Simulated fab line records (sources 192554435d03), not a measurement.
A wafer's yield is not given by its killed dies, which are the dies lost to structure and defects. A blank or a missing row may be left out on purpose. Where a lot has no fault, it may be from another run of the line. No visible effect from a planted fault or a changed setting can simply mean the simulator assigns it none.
fab line records | flow n5Finfet
record lots=7 | wafers=21
route steps=1938 shown BEOL_M15@1776 MIM_BOT_ETCH@1866 PASSIVATION@1901
startH: the number of hours between the record's first day and the start of the first shown wafer of the lot | waitH: hours elapsed since this lot's preceding step | " the same as in the row above | L1.1+2: one row covering several wafers at once | - value missing, or start not given | * or withheld: withheld | < > ~ a bound
route shown NAME@n: a module of which the file shows steps, and the number in the route of the first | usual: average and standard deviation across the fault-free wafers | same: alike in all rows | chamber/n: place in a boat | sites: per-site readings | _std_site: the standard deviation of these | _edge_site: the outer-site mean with the inner-site mean subtracted | radiusMm: how far each site lies from the wafer's centre | mask NAME#n: copy n | behind: the most recent tool/chamber to have shaped the wafer | hold: the reason the lot was held/the length of the hold in hours/how it ended | device: which transistor (n, p or np) failed to switch | end of line: tests of these same wafers at the route's end | a step without rows: its recipe alone | killed: not the wafer's yield, but the dies lost to structure and defects at the first sort | map: shows each die of a wafer: x if killed, . if not, _ if none is there
set.NAME: the setting as run; set.NAME@STEP: as run at that earlier step | model.NAME: the simulator's own value behind a step, which no gauge read
lots where settings were altered on purpose, with a table for each step and a row for each wafer
## steps
# step N5_BEOL_M15_COAT_04
# recipe spinRpm=1704 | resistThkNm=800
lot.wafer | tool          | chamber | startH | waitH | set.spinRpm | model.coat_of_BEOL_M15_COAT_04.thkNm
L078.3    | lithoTrack-05 | 0       | -      | -     | 1704        | 803.2
L078.4    | "             | 0       | "      | "     | 1704        | 804
L078.5    | "             | 0       | "      | "     | 1704        | 804.8
L077.1    | lithoTrack-02 | 0       | -      | -     | 1704        | 799.4
L077.5    | "             | 0       | "      | "     | 1704        | 800.2
L077.6    | "             | 0       | "      | "     | 1704        | 799.2
L076.2    | lithoTrack-05 | 0       | -      | -     | 1704        | 804
L076.5    | "             | 0       | "      | "     | 1647        | 817.4
L076.6    | "             | 0       | "      | "     | 1647        | 816.8
L086.3    | lithoTrack-05 | 0       | -      | -     | 1704        | 798.8
L086.4    | "             | 0       | "      | "     | 1704        | 798.6
L086.6    | "             | 0       | "      | "     | 1704        | 799.2
L087.3    | lithoTrack-02 | 0       | -      | -     | 1704        | 795.6
L087.5    | "             | 0       | "      | "     | 1704        | 794.8
L087.6    | "             | 0       | "      | "     | 1704        | 793.4
L089.2    | lithoTrack-05 | 0       | -      | -     | 1704        | 804.4
L089.4    | "             | 0       | "      | "     | 1704        | 801
L089.6    | "             | 0       | "      | "     | 1560        | 839.2
L096.2    | lithoTrack-05 | 0       | -      | -     | 1704        | 801.2
L096.5    | "             | 0       | "      | "     | 1704        | 801.4
L096.6    | "             | 0       | "      | "     | 1704        | 801
# step N5_BEOL_M15_EBR_06
# recipe solvent=PGMEA | ebrWidthMm=1.5
# step N5_BEOL_M15_SOFTBAKE_05
# recipe tempC=130 | timeS=60
# step N5_BEOL_M15_DESCUM_15
# recipe chemistry=O2 | timeS=7.9 | sourcePowerW=50 | biasPowerW=20 | pressureMtorr=20 | rfFrequencyHz=2.712e+07 | tempC=40 | o2FlowSccm=225
lot.wafer | tool       | chamber | startH | waitH | set.spinRpm@BEOL_M15_COAT_04 | model.coat_of_BEOL_M15_COAT_04.thkNm
L078.3    | rieDiel-01 | 2       | 314.06 | 0.0   | 1704                         | 785
L078.4    | "          | 1       | "      | "     | 1704                         | 785.8
L078.5    | "          | 2       | "      | "     | 1704                         | 786.6
L077.1    | rieDiel-05 | 1       | 315.95 | 0.0   | 1704                         | 781.4
L077.5    | "          | 3       | "      | "     | 1704                         | 782
L077.6    | "          | 0       | "      | "     | 1704                         | 781
L076.2    | rieDiel-01 | 3       | 324.82 | 0.1   | 1704                         | 785.8
L076.5    | "          | 0       | "      | "     | 1647                         | 799.2
L076.6    | "          | 1       | "      | "     | 1647                         | 798.6
L086.3    | rieDiel-05 | 2       | 359.83 | 0.0   | 1704                         | 780.6
L086.4    | "          | 3       | "      | "     | 1704                         | 780.4
L086.6    | "          | 2       | "      | "     | 1704                         | 781.2
L087.3    | rieDiel-01 | 1       | 377.49 | 0.0   | 1704                         | 777.6
L087.5    | "          | 0       | "      | "     | 1704                         | 776.6
L087.6    | "          | 3       | "      | "     | 1704                         | 775.2
L089.2    | rieDiel-05 | 2       | 397.64 | 0.0   | 1704                         | 786.4
L089.4    | "          | 0       | "      | "     | 1704                         | 783
L089.6    | "          | 3       | "      | "     | 1560                         | 821
L096.2    | rieDiel-06 | 1       | 434.61 | 0.1   | 1704                         | 783
L096.5    | "          | 0       | "      | "     | 1704                         | 783.2
L096.6    | "          | 1       | "      | "     | 1704                         | 782.8
# step N5_BEOL_M15_ETCH_59
# recipe chemistry=N2/H2 | target=BARC | targetDepthA=890 | overetchA=267 | timeS=67.9 | ionEnergyEv=200 | pressureMtorr=30 | sourceW=840 | biasW=150 | n2FlowSccm=200 | h2FlowSccm=200
lot.wafer | tool       | chamber | startH | waitH | set.spinRpm@BEOL_M15_COAT_04 | model.coat_of_BEOL_M15_COAT_04.thkNm
L078.3    | rieDiel-01 | 2       | 314.09 | 0.0   | 1704                         | 719.6
L078.4    | "          | 1       | "      | "     | 1704                         | 722.4
L078.5    | "          | 2       | "      | "     | 1704                         | 721.2
L077.1    | rieDiel-05 | 1       | 315.98 | 0.0   | 1704                         | 718.2
L077.5    | "          | 3       | "      | "     | 1704                         | 715
L077.6    | "          | 0       | "      | "     | 1704                         | 717.8
L076.2    | rieDiel-01 | 3       | 324.85 | 0.0   | 1704                         | 719.6
L076.5    | "          | 0       | "      | "     | 1647                         | 735.6
L076.6    | "          | 1       | "      | "     | 1647                         | 735.2
L086.3    | rieDiel-05 | 2       | 359.86 | 0.0   | 1704                         | 718
L086.4    | "          | 3       | "      | "     | 1704                         | 713.4
L086.6    | "          | 2       | "      | "     | 1704                         | 719
L087.3    | rieDiel-01 | 1       | 377.53 | 0.0   | 1704                         | 714.2
L087.5    | "          | 0       | "      | "     | 1704                         | 711.6
L087.6    | "          | 3       | "      | "     | 1704                         | 708.2
L089.2    | rieDiel-05 | 2       | 397.67 | 0.0   | 1704                         | 724.8
L089.4    | "          | 0       | "      | "     | 1704                         | 720.6
L089.6    | "          | 3       | "      | "     | 1560                         | 755
L096.2    | rieDiel-06 | 1       | 434.64 | 0.0   | 1704                         | 715.8
L096.5    | "          | 0       | "      | "     | 1704                         | 719.8
L096.6    | "          | 1       | "      | "     | 1704                         | 715
# step N5_BEOL_M15_VIA_ETCH_16
# recipe chemistry=C4F8/O2/Ar | target=SiO2 | heInnerTorr=15 | heOuterTorr=30 | targetDepthA=17922 | timeS=withheld | ionEnergyEv=800 | pressureMtorr=20 | sourceW=1905 | biasW=2040 | Ar_flow_sccm=400 | C4F8_flow_sccm=16 | O2_flow_sccm=12 | ends=cleared
lot.wafer | tool       | chamber | startH | waitH | set.timeS@BEOL_M15_ILD_DEP_00 | set.spinRpm@BEOL_M15_COAT_04 | model.etch.depthNm | model.coat_of_BEOL_M15_COAT_04.thkNm
L078.3    | rieDiel-01 | 2       | 314.14 | 0.0   | *                             | 1704                         | 1591               | 353.4
L078.4    | "          | 1       | "      | "     | *                             | 1704                         | 1636               | 341.2
L078.5    | "          | 2       | "      | "     | *                             | 1704                         | 1637               | 344.6
L077.1    | rieDiel-05 | 1       | 316.03 | 0.0   | *                             | 1704                         | 1615               | 336.4
L077.5    | "          | 3       | "      | "     | *                             | 1704                         | 1832               | 289.4
L077.6    | "          | 0       | "      | "     | *                             | 1704                         | 1651               | 326.8
L076.2    | rieDiel-01 | 3       | 324.90 | 0.0   | *                             | 1704                         | 1650               | 336.2
L076.5    | "          | 0       | "      | "     | *                             | 1647                         | 1424               | 399.4
L076.6    | "          | 1       | "      | "     | *                             | 1647                         | 1411               | 406.6
L086.3    | rieDiel-05 | 2       | 359.91 | 0.0   | *                             | 1704                         | 1442               | 373.8
L086.4    | "          | 3       | "      | "     | *                             | 1704                         | 1626               | 335.8
L086.6    | "          | 2       | "      | "     | *                             | 1704                         | 1421               | 379.8
L087.3    | rieDiel-01 | 1       | 377.58 | 0.0   | *                             | 1704                         | 1613               | 338.4
L087.5    | "          | 0       | "      | "     | *                             | 1704                         | 1624               | 328.2
L087.6    | "          | 3       | "      | "     | *                             | 1704                         | 1636               | 328.2
L089.2    | rieDiel-05 | 2       | 397.72 | 0.0   | *                             | 1704                         | 1606               | 341.4
L089.4    | "          | 0       | "      | "     | *                             | 1704                         | 1458               | 375.2
L089.6    | "          | 3       | "      | "     | *                             | 1560                         | 1599               | 383.8
L096.2    | rieDiel-06 | 1       | 434.69 | 0.0   | *                             | 1704                         | 1415               | 385.4
L096.5    | "          | 0       | "      | "     | *                             | 1704                         | 1442               | 380
L096.6    | "          | 1       | "      | "     | *                             | 1704                         | 1632               | 334
# step N5_MIM_BOT_ETCH_ETCH_04
# recipe chemistry=CF4/O2 | target=SiNx | targetDepthA=260 | timeS=13 | ionEnergyEv=100 | pressureMtorr=40 | sourceW=535 | biasW=49 | Ar_flow_sccm=100 | cf4FlowSccm=100 | O2_flow_sccm=10
lot.wafer | tool       | chamber | startH | waitH | set.timeS | model.etch.depthNm
L078.3    | rieDiel-02 | 1       | 324.18 | 0.0   | 13        | 26.09
L078.4    | "          | 0       | "      | "     | 13        | 26.58
L078.5    | "          | 3       | "      | "     | 14.64     | 29.55
L077.1    | rieDiel-03 | 1       | 326.46 | 0.0   | 13        | 25.21
L077.5    | "          | 3       | "      | "     | 10.56     | 21.26
L077.6    | "          | 2       | "      | "     | 13        | 26.66
L076.2    | rieDiel-04 | 0       | 337.80 | 0.0   | 13        | 27.66
L076.5    | "          | 3       | "      | "     | 13        | 25.16
L076.6    | "          | 0       | "      | "     | 13        | 27.75
L086.3    | rieDiel-02 | 0       | 371.03 | 0.0   | 13        | 26.43
L086.4    | "          | 2       | "      | "     | 13        | 26.02
L086.6    | "          | 0       | "      | "     | 13        | 26.05
L087.3    | rieDiel-02 | 0       | 388.29 | 0.0   | 13        | 26.46
L087.5    | "          | 1       | "      | "     | 13        | 25.94
L087.6    | "          | 0       | "      | "     | 13        | 26.48
L089.2    | rieDiel-03 | 3       | 407.99 | 0.0   | 11.04     | 21.78
L089.4    | "          | 0       | "      | "     | 13        | 26.88
L089.6    | "          | 0       | "      | "     | 13        | 26.73
L096.2    | rieDiel-03 | 0       | 450.56 | 0.0   | 13        | 27.03
L096.5    | "          | 1       | "      | "     | 13        | 24.77
L096.6    | "          | 0       | "      | "     | 13        | 27.21
# step N5_PASSIVATION_EXPOSE_27
# recipe maskId=PAD | na=0.55 | sourceShape=conventional | sigmaOuter=0.8 | polarization=unpolarized | defocusNm=0 | doseMj=32.3
lot.wafer  | tool          | chamber | startH | waitH | mask  | set.doseMj
L078.3+5   | krfScanner-01 | 0       | 327.02 | -     | PAD#0 | 32.3
L078.4     | "             | 0       | "      | "     | PAD#0 | 33.15
L077.1+5+6 | krfScanner-02 | 0       | 330.89 | -     | PAD#0 | 32.3
L076.2+5   | krfScanner-01 | 0       | 340.87 | -     | PAD#0 | 34.47
L076.6     | "             | 0       | "      | "     | PAD#0 | 32.3
L086.3     | krfScanner-01 | 0       | 375.66 | -     | PAD#0 | 32.3
L086.4+6   | "             | 0       | "      | "     | PAD#0 | 34.45
L087.3+5+6 | krfScanner-02 | 0       | 393.53 | -     | PAD#0 | 32.3
L089.2+4   | krfScanner-01 | 0       | 411.60 | -     | PAD#0 | 32.3
L089.6     | "             | 0       | "      | "     | PAD#0 | 34.24
L096.2+6   | krfScanner-02 | 0       | 455.96 | -     | PAD#0 | 29.98
L096.5     | "             | 0       | "      | "     | PAD#0 | 32.3
# step N5_PASSIVATION_DEVELOP_29
# recipe developTimeS=60 | rinseLiquid=diw | dry=airSpin | devTempC=21
lot.wafer  | tool          | chamber | startH | waitH | set.developTimeS
L078.3+4   | lithoTrack-04 | 0       | -      | -     | 60
L078.5     | "             | 0       | "      | "     | 46.71
L077.1+5   | lithoTrack-04 | 0       | -      | -     | 60
L077.6     | "             | 0       | "      | "     | 66.36
L076.2+5+6 | lithoTrack-05 | 0       | -      | -     | 60
L086.3+6   | lithoTrack-04 | 0       | -      | -     | 66.59
L086.4     | "             | 0       | "      | "     | 60
L087.3+5+6 | lithoTrack-04 | 0       | -      | -     | 60
L089.2+4   | lithoTrack-04 | 0       | -      | -     | 72.31
L089.6     | "             | 0       | "      | "     | 60
L096.2+5   | lithoTrack-01 | 0       | -      | -     | 60
L096.6     | "             | 0       | "      | "     | 53.23
# step N5_PASSIVATION_HARDBAKE_31
# recipe tempC=130 | timeS=120
# step N5_PASSIVATION_CD_MEAS_30
# recipe targetCdNm=4000 | landingEnergyEv=500 | detector=seInlens | polarity=opening
# usual cdNm=3999.2/2.2
lot.wafer | tool     | chamber | startH | waitH | set.doseMj@PASSIVATION_EXPOSE_27 | cdNm
L078.3    | cdSem-01 | 0       | 327.19 | -     | 32.3                             | 4002.4
L078.4    | "        | 0       | "      | "     | 33.15                            | 4008.4
L078.5    | "        | 0       | "      | "     | 32.3                             | 3997.6
L077.1    | cdSem-01 | 0       | 331.06 | -     | 32.3                             | 4003.3
L077.5    | "        | 0       | "      | "     | 32.3                             | 3998.8
L077.6    | "        | 0       | "      | "     | 32.3                             | 4004.0
L076.2    | cdSem-01 | 0       | 341.04 | -     | 34.47                            | 4011.5
L076.5    | "        | 0       | "      | "     | 34.47                            | 4011.3
L076.6    | "        | 0       | "      | "     | 32.3                             | 3997.3
L086.3    | cdSem-01 | 0       | 375.83 | -     | 32.3                             | 4002.8
L086.4    | "        | 0       | "      | "     | 34.45                            | 4011.2
L086.6    | "        | 0       | "      | "     | 34.45                            | 4014.2
L087.3    | cdSem-03 | 0       | 393.70 | -     | 32.3                             | 4003.0
L087.5    | "        | 0       | "      | "     | 32.3                             | 3999.7
L087.6    | "        | 0       | "      | "     | 32.3                             | 4001.2
L089.2    | cdSem-01 | 0       | 411.77 | -     | 32.3                             | 4003.3
L089.4    | "        | 0       | "      | "     | 32.3                             | 4002.8
L089.6    | "        | 0       | "      | "     | 34.24                            | 4013.8
L096.2    | cdSem-02 | 0       | 456.13 | -     | 29.98                            | 3984.7
L096.5    | "        | 0       | "      | "     | 32.3                             | 3998.2
L096.6    | "        | 0       | "      | "     | 29.98                            | 3987.6
## key
split step=N5_BEOL_M15_COAT_04 | setting=spinRpm | stated=1704 | by=wafer
response step=N5_BEOL_M15_COAT_04 | reading=model.coat_of_BEOL_M15_COAT_04.thkNm | change=-4.26 | per=1% | r=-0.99
response step=N5_BEOL_M15_DESCUM_15 | reading=model.coat_of_BEOL_M15_COAT_04.thkNm | change=-4.24 | per=1% | r=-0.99
response step=N5_BEOL_M15_ETCH_59 | reading=model.coat_of_BEOL_M15_COAT_04.thkNm | change=-3.94 | per=1% | r=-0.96
response step=N5_BEOL_M15_VIA_ETCH_16 | reading=model.coat_of_BEOL_M15_COAT_04.thkNm | slope=-5.22 | per=1% | togetherWith=timeS@BEOL_M15_ILD_DEP_00 | explained=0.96
split step=N5_MIM_BOT_ETCH_ETCH_04 | setting=timeS | stated=13 | by=wafer
response step=N5_MIM_BOT_ETCH_ETCH_04 | reading=model.etch.depthNm | change=+0.276 | per=1% | r=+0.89
split step=N5_PASSIVATION_EXPOSE_27 | setting=doseMj | stated=32.3 | by=wafer
response step=N5_PASSIVATION_CD_MEAS_30 | reading=cdNm | change=+1.81 | per=1% | r=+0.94
split step=N5_PASSIVATION_DEVELOP_29 | setting=developTimeS | stated=60 | by=wafer
response none clear
split outsideThisFile step=N5_BEOL_M15_ILD_DEP_00 setting=timeS
# split outsideThisFile: this setting was split too, and the file shows its column; the key of that split is in another file
